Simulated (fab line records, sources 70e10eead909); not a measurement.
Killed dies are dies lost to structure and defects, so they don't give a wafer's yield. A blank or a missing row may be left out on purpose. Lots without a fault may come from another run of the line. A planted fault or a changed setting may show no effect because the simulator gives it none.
Which tool did it? | flow nand_harc | 12 lots, 36 wafers sampled, at 2 steps of a route of 1302

WHAT THE GAUGES READ, wafer by wafer
NHARC_A_M0_INSPECT_27.
lot  | measured     | on                | raw_defect_count
L074 | day 23 16:34 | defect_inspect-01 | 403 416 470
L076 | day 23 20:40 | defect_inspect-02 | 382 449 394
L081 | day 25 07:33 | defect_inspect-02 | 690 588 678
L079 | day 25 16:37 | defect_inspect-02 | 671 586 574
L083 | day 26 20:23 | defect_inspect-01 | 449 442 431
L085 | day 26 23:23 | defect_inspect-02 | 363 374 385
L087 | day 28 19:36 | defect_inspect-01 | 429 505 454
L089 | day 29 02:55 | defect_inspect-01 | 597 528 429
L091 | day 29 23:51 | defect_inspect-02 | 329 524 402
L092 | day 30 18:23 | defect_inspect-02 | 576 592 608
L096 | day 32 04:39 | defect_inspect-01 | 437 413 391
L097 | day 32 18:52 | defect_inspect-01 | 575 444 797

WHICH TOOL RAN EACH LOT (tool, then ch and the chambers of the sampled wafers, then the start)
lot  | NHARC_A_M0_ANNEAL_30
L074 | rtp_anneal-01 ch 0, day 23 15:48
L076 | rtp_anneal-02 ch 0, day 23 19:53
L081 | rtp_anneal-01 ch 0, day 25 06:44
L079 | rtp_anneal-01 ch 0, day 25 15:51
L083 | rtp_anneal-02 ch 0, day 26 19:35
L085 | rtp_anneal-01 ch 0, day 26 22:39
L087 | rtp_anneal-01 ch 0, day 28 18:50
L089 | rtp_anneal-02 ch 0, day 29 02:05
L091 | rtp_anneal-02 ch 0, day 29 23:02
L092 | rtp_anneal-02 ch 0, day 30 17:31
L096 | rtp_anneal-01 ch 0, day 32 03:53
L097 | rtp_anneal-01 ch 0, day 32 18:07
- NHARC_A_M0_ANNEAL_30: time 90 s.

THE ANSWER, worked out from the rows above alone
Rule: what is usual is taken from the lots themselves. Put in order of their means at a reading, lots are off if they are a third of the lots or fewer, leave a main group of 4 or more, and stand apart from it by a gap of 3 or more times the standard deviation of the main group's means; of several such gaps the widest counts. A main group whose means are all the same, to the digits that the tables above print for the reading, isn't used. A lot without any number at a reading at which 4 lots or more have one is off too. The other lots that the step has rows for count as sound.
No lot is off at any reading shown: from this, nothing can be told.

WHAT THE SIMULATOR HAD PUT IN
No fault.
